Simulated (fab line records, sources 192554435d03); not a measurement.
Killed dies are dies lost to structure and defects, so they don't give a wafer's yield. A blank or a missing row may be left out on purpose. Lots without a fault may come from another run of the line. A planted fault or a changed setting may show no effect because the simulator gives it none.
fab line records | flow n5_finfet
record lots=8 wafers=24 last_day=18
route steps=1938 shown SD_EPI_P@307 SD_ACTIVATION@330 ILD0@340 BEOL_M4@1111 PASSIVATION@1936
lots that met no fault: from a run of the same line without faults
start_h: hours from the record's first day to the start of the lot's first wafer shown | wait_h: hours since the lot's step before | " the same as in the row above | L1.1+2: a row that stands for several wafers | - no value, or no start given | * or withheld: withheld | < > ~ a bound
route shown NAME@n: a module of which the file shows steps, and the number in the route of the first | usual: mean/standard deviation of fault-free wafers | same: alike in all rows | chamber/n: place in a boat | sites: the reading at each site | _std_site: their standard deviation | _edge_site: outer sites' mean less inner sites' | radius_mm: how far each site lies from the wafer's centre | mask NAME#n: copy n | behind: the tool/chamber that last shaped the wafer | hold: why the lot was held/for how many hours/how that ended | device: the transistor (n, p or np) that didn't switch | end of line: the same wafers' tests at the end of the route | a step without rows: its recipe alone | killed: dies lost to structure and defects at the first sort, not the wafer's yield | map: a wafer's dies, x killed, . not, _ none there
set.NAME: the setting as run; set.NAME@STEP: as run at that earlier step | model.NAME: the simulator's own value behind a step, which no gauge read
steps of the route over a sample of lots; a table a step, a row a wafer
services: from which hour (start_h, from the record's first day; less than 0 if before it) a tool's chamber was out of use, for how many hours, and why
## steps
# step N5_SD_EPI_P_ETCH_36
# recipe chemistry=CF4 target=SiARC target_depth_a=455 mask_material=CAR-ArF-block time_s=75.8 ion_energy_ev=80 pressure_mtorr=40 source_w=545 bias_w=36 Ar_flow_sccm=100 cf4_flow_sccm=100 ends=cleared
# usual drypump_motor_current_A=5.80/0.29 etch_rf_on_time_s=75.5/2.1 oes_product_au=0.70/0.085 rf_vpp_V=184.5/1.1 showerhead_plenum_p_Torr=2.18/0.07 throttle_valve_pct=15.51/0.24
# columns lot.wafer tool chamber start_h wait_h drypump_motor_current_A etch_rf_on_time_s oes_product_au rf_hours_counter_h rf_vpp_V showerhead_plenum_p_Torr throttle_valve_pct
L399.1 rie_diel-05 3 75.45 0.0 5.62 74.2 0.59 247 185.1 2.19 15.93
L399.2 " 0 " " 5.63 77.4 0.58 222 183.7 2.21 15.55
L399.6 " 0 " " 5.61 78.4 0.58 - 184.5 2.21 15.54
L400.3 rie_diel-03 2 77.56 0.0 5.72 74.0 0.81 19 184.6 2.29 15.24
L400.5 " 2 " " 5.70 73.5 0.81 - 184.8 2.29 15.25
L400.6 " 3 " " 5.46 75.1 0.71 - 185.2 2.08 15.62
L405.3 rie_diel-03 2 108.68 0.0 5.70 74.7 0.78 27 186.0 2.28 15.26
L405.4 " 1 " " 6.35 80.3 0.63 141 186.0 2.22 15.25
L405.6 " 1 " " 6.34 80.1 0.61 - 184.8 2.22 15.25
L408.1 rie_diel-03 0 126.93 0.0 5.61 73.6 0.81 18 184.6 2.20 15.39
L408.2 " 3 " " 5.47 75.3 0.69 103 182.7 2.08 15.67
L408.3 " 1 " " 6.37 80.4 0.61 147 186.0 2.22 15.27
L409.1 rie_diel-03 3 132.43 0.0 5.45 75.6 0.70 104 184.8 2.08 15.65
L409.4 " 1 " " 6.35 79.0 0.62 148 186.6 2.22 15.27
L409.5 " 3 " " 5.46 75.9 0.70 - 183.8 2.08 15.67
L414.1 rie_diel-06 1 163.34 0.0 5.41 74.4 0.66 149 184.5 2.22 15.63
L414.2 " 2 " " 5.84 74.3 0.64 161 184.8 2.14 15.76
L414.5 " 2 " " 5.84 74.7 0.64 - 183.8 2.14 15.76
L415.2 rie_diel-03 2 167.21 0.0 5.70 74.1 0.77 43 185.8 2.28 15.28
L415.4 " 0 " " 5.60 73.4 0.79 30 184.5 2.19 15.43
L415.5 " 0 " " 5.57 73.0 0.78 - 185.3 2.19 15.43
L416.3 rie_diel-06 3 174.11 0.0 5.84 73.8 0.74 51 183.2 2.08 15.15
L416.4 " 0 " " 6.07 75.1 0.61 - 184.5 2.13 15.79
L416.5 " 1 " " 5.41 74.2 0.65 - 185.4 2.22 15.66
# step N5_SD_EPI_P_ETCHBACK_46
# recipe chemistry=CH3F/O2 mode=anisotropic_etchback target=SiNx target_depth_a=175 stop_on=SiO2 over_etch_frac=0.3 ion_energy_ev=120 pressure_mtorr=30 source_w=395 bias_w=73 Ar_flow_sccm=150 CH3F_flow_sccm=30 O2_flow_sccm=20
# usual drypump_motor_current_A=5.80/0.28 oes_product_au=0.69/0.077 rf_vpp_V=298/4 showerhead_plenum_p_Torr=2.04/0.067 throttle_valve_pct=16.23/0.24
# columns lot.wafer tool chamber start_h wait_h drypump_motor_current_A oes_product_au rf_hours_counter_h rf_vpp_V showerhead_plenum_p_Torr throttle_valve_pct
L399.1 rie_diel-05 3 75.83 0.0 5.61 0.58 247 299 2.04 16.60
L399.2 " 0 " " 5.63 0.59 223 305 2.06 16.22
L399.6 " 0 " " 5.64 0.59 - 304 2.06 16.22
L400.3 rie_diel-03 2 77.94 0.0 5.71 0.79 19 299 2.14 15.97
L400.5 " 2 " " 5.70 0.80 - 300 2.14 15.98
L400.6 " 3 " " 5.47 0.70 - 300 1.94 16.38
L405.3 rie_diel-03 2 109.07 0.0 5.71 0.78 27 300 2.14 15.98
L405.4 " 1 " " 6.34 0.63 142 297 2.09 16.00
L405.6 " 1 " " 6.31 0.64 - 297 2.09 16.02
L408.1 rie_diel-03 0 127.31 0.0 5.60 0.79 18 302 2.05 16.08
L408.2 " 3 " " 5.46 0.70 103 300 1.94 16.43
L408.3 " 1 " " 6.36 0.64 147 297 2.08 16.02
L409.1 rie_diel-03 3 132.81 0.0 5.46 0.70 104 300 1.94 16.41
L409.4 " 1 " " 6.33 0.64 149 297 2.08 16.01
L409.5 " 3 " " 5.47 0.69 - 297 1.94 16.41
L414.1 rie_diel-06 1 163.73 0.0 5.42 0.65 149 298 2.07 16.35
L414.2 " 2 " " 5.83 0.64 161 303 1.99 16.47
L414.5 " 2 " " 5.82 0.64 - 305 1.99 16.47
L415.2 rie_diel-03 2 167.59 0.0 5.70 0.76 43 300 2.13 16.01
L415.4 " 0 " " 5.62 0.78 31 301 2.04 16.11
L415.5 " 0 " " 5.59 0.77 - 301 2.04 16.09
L416.3 rie_diel-06 3 174.49 0.0 5.83 0.74 51 293 1.95 15.96
L416.4 " 0 " " 6.09 0.61 - 290 2.00 16.57
L416.5 " 1 " " 5.42 0.65 - 298 2.07 16.37
# step N5_SD_ACTIVATION_RTA_00
# recipe temp_c=975 time_s=0 ambient=N2 idle_temp_c=600 ramp_up_c_per_s=150 ramp_down_c_per_s=60 cool_to_c=600
# usual lamp_power_pct=8.96/0.047 lamp_zone_1_pct=8.948/0.028 lamp_zone_2_pct=8.949/0.027 lamp_zone_3_pct=8.951/0.026 lamp_zone_4_pct=8.951/0.026 lamp_zone_5_pct=8.955/0.027 lamp_zone_6_pct=8.879/0.027 lamp_zone_7_pct=9.349/0.027 wafer_temp_C_max=975.0/2.3
# columns lot.wafer tool chamber start_h wait_h lamp_power_pct lamp_zone_1_pct lamp_zone_2_pct lamp_zone_3_pct lamp_zone_4_pct lamp_zone_5_pct lamp_zone_6_pct lamp_zone_7_pct wafer_temp_C_max
L399.1 rtp_anneal-02 0 79.16 0.0 8.93 8.975 9.003 8.954 8.923 8.965 8.876 9.317 972.7
L399.2 " 0 " " 8.96 8.934 8.957 8.940 9.003 8.920 8.963 9.342 979.2
L399.6 " 0 " " 9.01 8.991 8.926 8.977 8.950 8.922 8.879 9.356 974.3
L400.3 rtp_anneal-02 0 81.40 0.1 8.95 8.947 8.949 8.979 8.911 8.955 8.844 9.362 974.6
L400.5 " 0 " " 9.05 8.972 8.969 8.958 8.963 8.930 8.860 9.325 976.2
L400.6 " 0 " " 8.93 8.956 8.976 8.937 8.987 8.969 8.850 9.337 975.5
L405.3 rtp_anneal-02 0 112.62 0.2 8.93 8.940 8.992 8.980 8.945 8.959 8.821 9.318 978.2
L405.4 " 0 " " 8.88 8.924 8.931 8.990 8.945 8.955 8.861 9.304 974.0
L405.6 " 0 " " 8.95 8.911 8.946 8.937 8.934 8.986 8.915 9.343 977.2
L408.1 rtp_anneal-02 0 130.73 0.1 8.79 8.747 8.740 8.767 8.733 8.733 8.664 9.074 974.3
L408.2 " 0 " " 8.83 8.782 8.766 8.745 8.732 8.698 8.645 9.146 969.1
L408.3 " 0 " " 8.76 8.770 8.728 8.742 8.736 8.780 8.691 9.143 975.3
L409.1 rtp_anneal-02 0 136.16 0.0 8.74 8.755 8.740 8.746 8.743 8.737 8.665 9.168 971.0
L409.4 " 0 " " 8.75 8.766 8.703 8.738 8.777 8.715 8.673 9.161 977.4
L409.5 " 0 " " 8.80 8.742 8.780 8.792 8.776 8.694 8.684 9.135 976.6
L415.2 rtp_anneal-01 0 171.31 0.3 9.01 8.956 8.918 8.974 8.961 8.951 8.885 9.307 971.9
L415.4 " 0 " " 9.00 8.924 8.942 8.959 8.917 8.926 8.921 9.379 972.4
L415.5 " 0 " " 9.00 8.930 8.958 8.933 8.959 8.956 8.901 9.339 975.9
L414.1 rtp_anneal-01 0 171.84 0.0 8.96 8.925 8.936 8.979 8.954 8.955 8.872 9.350 974.9
L414.2 " 0 " " 8.92 8.891 8.970 8.973 8.911 8.945 8.923 9.367 973.6
L414.5 " 0 " " 9.01 8.940 8.917 8.963 8.941 8.950 8.865 9.363 977.1
L416.3 rtp_anneal-01 0 178.73 0.1 9.01 8.954 8.978 8.985 8.917 8.944 8.915 9.392 976.7
L416.4 " 0 " " 8.86 8.969 8.950 8.914 8.954 8.962 8.870 9.341 974.2
L416.5 " 0 " " 9.00 8.961 8.892 8.955 8.958 8.993 8.830 9.383 973.7
# step N5_ILD0_CMP_07
# recipe stop_on=poly-Si material=SiO2_flowable t_overpolish_s=1.18 post_cmp_clean=alkaline_brush down_force_psi=4.1491 platen_rpm=51.796 pad_velocity_m_s=1.0306 target_thk_nm=138.88
# usual motor_current_A=12.7/1.3
# columns lot.wafer tool chamber start_h wait_h motor_current_A
L399.2 cmp-02 1 82.81 0.1 12.0
L399.1 " 2 " " 13.1
L399.6 " 1 " " 12.4
L400.3 cmp-03 2 85.04 0.3 10.5
L400.6 " 0 " " 12.0
L400.5 " 1 " " 15.2
L405.3 cmp-02 3 116.19 0.1 13.2
L405.4 " 0 " " 14.2
L405.6 " 3 " " 12.4
L408.2 cmp-03 1 134.20 0.0 14.7
L408.1 " 3 " " 12.9
L408.3 " 0 " " 11.4
L409.1 cmp-01 2 139.66 0.1 11.2
L409.4 " 3 " " 12.2
L409.5 " 2 " " 11.7
L415.4 cmp-03 2 174.77 0.1 10.5
L415.2 " 0 " " 12.5
L415.5 " 2 " " 11.1
L414.2 cmp-02 3 176.30 0.1 12.8
L414.1 " 0 " " 14.2
L414.5 " 3 " " 13.1
L416.3 cmp-01 0 182.14 0.0 12.9
L416.4 " 2 " " 11.5
L416.5 " 1 " " 13.8
# step N5_BEOL_M4_RC_MEAS_101
# usual DIBL_N=36.0/2 DIBL_P=36.2/2.2 IOFF_N=0.16/0.034 IOFF_P=0.21/0.04 ION_N=675/12 ION_P=463/7.2 REXT_N=75.4/1.5 REXT_P=100.5/1.6 SS_N=71.6/0.6 SS_P=73.3/0.67 VT_N=250/3 VT_P=-251/3.4
# columns lot.wafer tool chamber start_h wait_h DIBL_N[mV/V] DIBL_P[mV/V] IOFF_N[nA/um] IOFF_P[nA/um] ION_N[uA/um] ION_P[uA/um] REXT_N[ohm.um] REXT_P[ohm.um] SS_N[mV/dec] SS_P[mV/dec] VT_N[mV] VT_P[mV]
L399.1 prober-02 0 193.11 0.0 36.7 38.3 0.18 0.23 680 465 75.7 101.4 71.9 72.7 249 -249
L399.2 " 0 " " 34.7 36.3 0.15 0.20 669 461 76.5 103.2 71.4 72.7 251 -252
L399.6 " 0 " " 35.8 37.5 0.16 0.21 669 460 76.8 102.6 71.4 72.5 248 -252
L400.3 prober-02 0 198.35 0.3 35.2 35.2 0.14 0.18 681 460 72.7 98.5 71.1 73.5 251 -251
L400.5 " 0 " " 36.7 36.1 0.16 0.18 673 455 72.9 100.4 71.7 72.3 251 -254
L400.6 " 0 " " 34.6 35.2 0.13 0.17 665 461 73.4 97.8 70.6 72.1 250 -252
L405.3 prober-01 0 227.74 0.3 34.5 35.0 0.14 0.21 673 467 77.8 97.8 70.8 72.9 249 -248
L405.4 " 0 " " 34.3 34.6 0.13 0.20 668 465 79.4 98.4 70.4 72.5 252 -251
L405.6 " 0 " " 34.4 34.0 0.13 0.18 670 460 78.6 98.5 71.1 72.6 252 -251
L408.1 prober-01 0 245.20 0.0 35.2 38.8 0.15 0.25 660 462 83.0 106.0 71.5 74.3 248 -248
L408.2 " 0 " " 35.3 38.8 0.15 0.26 672 474 82.3 104.5 71.9 73.5 249 -248
L408.3 " 0 " " 32.8 35.5 0.12 0.21 656 464 82.3 106.5 71.0 73.1 253 -250
L409.1 prober-01 0 249.80 0.0 34.9 37.4 0.14 0.22 657 460 79.6 103.5 70.5 73.7 254 -250
L409.4 " 0 " " 32.8 35.5 0.13 0.20 657 464 80.6 104.0 71.3 73.0 253 -249
L409.5 " 0 " " 36.9 40.7 0.19 0.29 666 474 80.2 104.1 72.2 74.5 247 -243
L415.2 prober-02 0 275.28 0.2 35.3 36.7 0.16 0.24 681 470 76.9 99.6 71.8 73.5 248 -247
L415.4 " 0 " " 39.6 39.8 0.24 0.31 696 475 74.4 98.3 73.1 74.0 248 -246
L415.5 " 0 " " 34.0 33.5 0.14 0.20 660 460 75.4 99.3 71.3 72.9 251 -250
L416.3 prober-02 0 309.24 0.3 38.0 38.2 0.18 0.23 675 462 75.3 102.4 71.4 74.1 250 -248
L416.4 " 0 " " 38.9 39.1 0.20 0.27 683 470 76.1 101.7 72.0 74.2 248 -247
L416.5 " 0 " " 38.2 38.4 0.18 0.23 682 469 77.1 104.8 72.5 74.7 248 -247
L414.1 prober-01 0 312.55 0.7 33.4 32.6 0.12 0.18 668 465 75.1 98.9 70.8 72.4 254 -252
L414.2 " 0 " " 39.1 40.0 0.22 0.32 695 480 76.8 98.3 72.0 74.7 245 -243
L414.5 " 0 " " 38.7 39.9 0.21 0.30 685 468 75.4 97.7 72.5 74.8 247 -247
# step N5_PASSIVATION_PROBE_49
# usual defect_limited_yield=91.5/1.5 killed_at_M0_to_M3=33/10 killed_at_M4_up=15/6.4 killed_at_contacts=12/5.4 killed_at_front_end=38/9.8 killed_at_other=4/3.1 killed_dies=101/18 killed_open=67/14 killed_short=33/7.9 sort_bin_5_function=5.0/1 sort_bin_6_memory=3.2/0.67 sort_n_pass=1079/18 sort_yield_pct=91.5/1.5
# same gross_dies=1180 killed_at_back_side=0 sort_bin_4_leakage[%]=0 sort_bin_8_speed[%]=0
# columns lot.wafer tool chamber start_h wait_h defect_limited_yield[%] killed_at_M0_to_M3 killed_at_M4_up killed_at_contacts killed_at_front_end killed_at_other killed_dies killed_open killed_short sort_bin_5_function[%] sort_bin_6_memory[%] sort_n_pass sort_yield_pct[%]
L400.3 prober-01 - 296.88 0.1 91.9 36 15 8 31 5 95 62 32 5.1 2.7 1085 91.9
L400.5 prober-01 - 296.98 0.2 91.9 32 8 11 42 3 96 70 25 5.8 2.3 1084 91.9
L400.6 prober-01 - 297.03 0.3 92.8 34 11 6 30 4 85 59 26 4.4 2.6 1095 92.8
L405.3 prober-01 - 356.13 0.1 91.4 29 11 5 47 10 102 75 27 5.2 3.1 1078 91.4
L405.4 prober-01 - 356.18 0.2 90.8 37 20 8 35 9 109 80 27 4.7 4.2 1071 90.8
L405.6 prober-01 - 356.28 0.3 91.7 33 12 3 39 11 98 64 34 4.8 3.2 1082 91.7
L409.1 prober-01 - 388.32 0.0 91.5 37 16 8 35 4 100 61 35 5.5 2.8 1080 91.5
L409.4 prober-01 - 388.47 0.2 91.8 35 15 20 23 4 97 60 35 4.6 3.5 1083 91.8
L409.5 prober-01 - 388.52 0.2 92.4 31 23 11 23 2 90 59 30 4.0 3.5 1090 92.4
L408.1 prober-01 - 390.30 0.0 90.3 30 16 12 52 5 115 61 54 6.3 3.3 1065 90.3
L408.2 prober-01 - 390.35 0.1 91.4 40 11 10 35 6 102 69 33 5.5 2.9 1078 91.4
# killed by level:class
L400.3 STI_FIN_REVEAL:geometric_particle:open=15 BEOL_M2:geometric_particle:open=11 BEOL_M4:geometric_particle:open=6 MOL_CONTACT_COAG:geometric_particle:open=5 BEOL_M0_SAQP:geometric_particle:short=5 BEOL_M0_SAQP:geometric_particle:open=5 BEOL_M1:geometric_particle:open=5 BEOL_M3:geometric_particle:short=5
L400.5 STI_FIN_REVEAL:geometric_particle:open=14 BEOL_M0_SAQP:geometric_particle:open=12 MOL_CONTACT_COAG:geometric_particle:open=10 BEOL_M1:geometric_particle:open=7 BEOL_M4:geometric_particle:open=6 DUMMY_GATE:geometric_particle:open=5 BEOL_M0_SAQP:geometric_particle:short=5 STARTING-WAFER:geometric_particle:short=5
L400.6 BEOL_M2:geometric_particle:open=10 BEOL_M0_SAQP:geometric_particle:open=9 STI_FIN_REVEAL:geometric_particle:open=6 BEOL_M3:geometric_particle:open=6 MOL_CONTACT_COAG:geometric_particle:open=5 STARTING-WAFER:geometric_particle:open=4 STARTING-WAFER:geometric_particle:short=4 FIN_SAQP:geometric_particle:short=3
L405.3 STI_FIN_REVEAL:geometric_particle:open=24 BEOL_M0_SAQP:geometric_particle:open=12 BEOL_M0_SAQP:geometric_particle:short=8 FIN_SAQP:geometric_particle:short=6 MOL_CONTACT_COAG:geometric_particle:open=5 BEOL_M4:geometric_particle:open=5 MIM_TOP:geometric_particle:open=4 BEOL_M2:geometric_particle:open=3
L405.4 BEOL_M0_SAQP:geometric_particle:open=9 FIN_SAQP:geometric_particle:open=8 BEOL_M3:geometric_particle:open=7 MOL_CONTACT_COAG:geometric_particle:open=7 BEOL_M2:geometric_particle:open=7 BEOL_M5:geometric_particle:open=7 BEOL_M0_SAQP:geometric_particle:short=6 STI_FIN_REVEAL:geometric_particle:open=5
L405.6 BEOL_M0_SAQP:geometric_particle:open=8 FIN_SAQP:geometric_particle:short=7 FIN_SAQP:geometric_particle:open=7 BEOL_M0_SAQP:geometric_particle:short=7 BEOL_M1:geometric_particle:open=7 ILD0:geometric_particle:open=6 BEOL_M3:geometric_particle:open=5 BEOL_M1:geometric_particle:short=4
L409.1 BEOL_M4:geometric_particle:open=10 MOL_CONTACT_COAG:geometric_particle:open=7 BEOL_M1:geometric_particle:open=7 FIN_SAQP:geometric_particle:open=6 BEOL_M0_SAQP:geometric_particle:open=6 BEOL_M2:geometric_particle:open=6 BEOL_M3:geometric_particle:open=6 ILD0:geometric_particle:short=5
L409.4 MOL_CONTACT_COAG:geometric_particle:open=14 BEOL_M3:geometric_particle:open=11 BEOL_M4:geometric_particle:open=7 MOL_CONTACT_COAG:geometric_particle:short=6 BEOL_M0:geometric_particle:open=6 STARTING-WAFER:geometric_particle:open=6 BEOL_M2:geometric_particle:open=5 BEOL_M0_SAQP:geometric_particle:short=3
L409.5 BEOL_M4:geometric_particle:open=12 MOL_CONTACT_COAG:geometric_particle:open=9 BEOL_M0_SAQP:geometric_particle:short=8 BEOL_M0_SAQP:geometric_particle:open=7 BEOL_M3:geometric_particle:open=6 BEOL_M1:geometric_particle:open=6 BEOL_M4:geometric_particle:short=5 DUMMY_GATE:geometric_particle:open=4
L408.1 FIN_SAQP:geometric_particle:short=16 FIN_SAQP:geometric_particle:open=12 BEOL_M0_SAQP:geometric_particle:short=11 BEOL_M0_SAQP:geometric_particle:open=11 MOL_CONTACT_COAG:geometric_particle:open=10 BEOL_M4:geometric_particle:short=9 STI_FIN_REVEAL:geometric_particle:open=7 DUMMY_GATE:geometric_particle:short=4
L408.2 FIN_SAQP:geometric_particle:open=11 BEOL_M2:geometric_particle:open=7 STI_FIN_REVEAL:geometric_particle:open=6 MOL_CONTACT_COAG:geometric_particle:open=6 BEOL_M0_SAQP:geometric_particle:short=5 BEOL_M0_SAQP:geometric_particle:open=5 BEOL_M0:geometric_particle:open=5 BEOL_M1:geometric_particle:open=5
## services
# columns tool chamber start_h hours kind
rie_diel-05 2 72.79 5.3 repair
cmp-02 - 84.64 9.4 pm
rie_diel-05 3 85.04 - clean
rie_diel-05 3 85.04 - consumable_replace:focus_ring
rie_diel-05 3 85.04 23.4 scheduled_down
rie_diel-05 3 85.04 23.4 vent_cycle
rie_diel-06 0 85.75 15.1 repair
rie_diel-06 2 92.67 2.6 repair
cmp-02 - 105.81 4.1 pm
cmp-02 - 117.55 6.2 pm
cmp-03 - 120.08 4.0 pm
rie_diel-03 2 120.54 4.1 repair
cmp-03 - 124.08 - consumable_replace:conditioner
cmp-03 - 124.08 - consumable_replace:pad
cmp-03 - 141.99 5.0 pm
rtp_anneal-02 - 144.60 0.8 pm
rie_diel-05 0 154.46 - clean
rie_diel-05 0 154.46 - consumable_replace:focus_ring
rie_diel-05 0 154.46 21.4 scheduled_down
rie_diel-05 0 154.46 21.4 vent_cycle
rie_diel-03 - 157.42 0.6 repair
rie_diel-03 3 181.91 13.3 repair
## key
first_sign step=N5_SD_ACTIVATION_RTA_00 reading=lamp_zone_5_pct direction=down sigmas=8.6 usual=* struck=*
effect step=N5_SD_ACTIVATION_RTA_00 reading=lamp_zone_7_pct direction=down sigmas=7.9 usual=* struck=*
effect step=N5_BEOL_M4_RC_MEAS_101 reading=REXT_N direction=up sigmas=3.9 usual=75.4 struck=81.3
effect step=N5_BEOL_M4_RC_MEAS_101 reading=REXT_P direction=up sigmas=2.6 usual=100.5 struck=104.7
met_at N5_SD_ACTIVATION_RTA_00
struck_lots L408,L409
not_acting_at N5_SD_EPI_P_ETCH_36,N5_SD_EPI_P_ETCHBACK_46,N5_ILD0_CMP_07
onset_between 112.62 130.73
fault kind=process_parameter_drift tool=rtp_anneal-02 chamber=- onset_h=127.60 steps=N5_SD_ACTIVATION_RTA_00 channel=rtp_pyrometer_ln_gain offset=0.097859 shape=step end_h=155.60
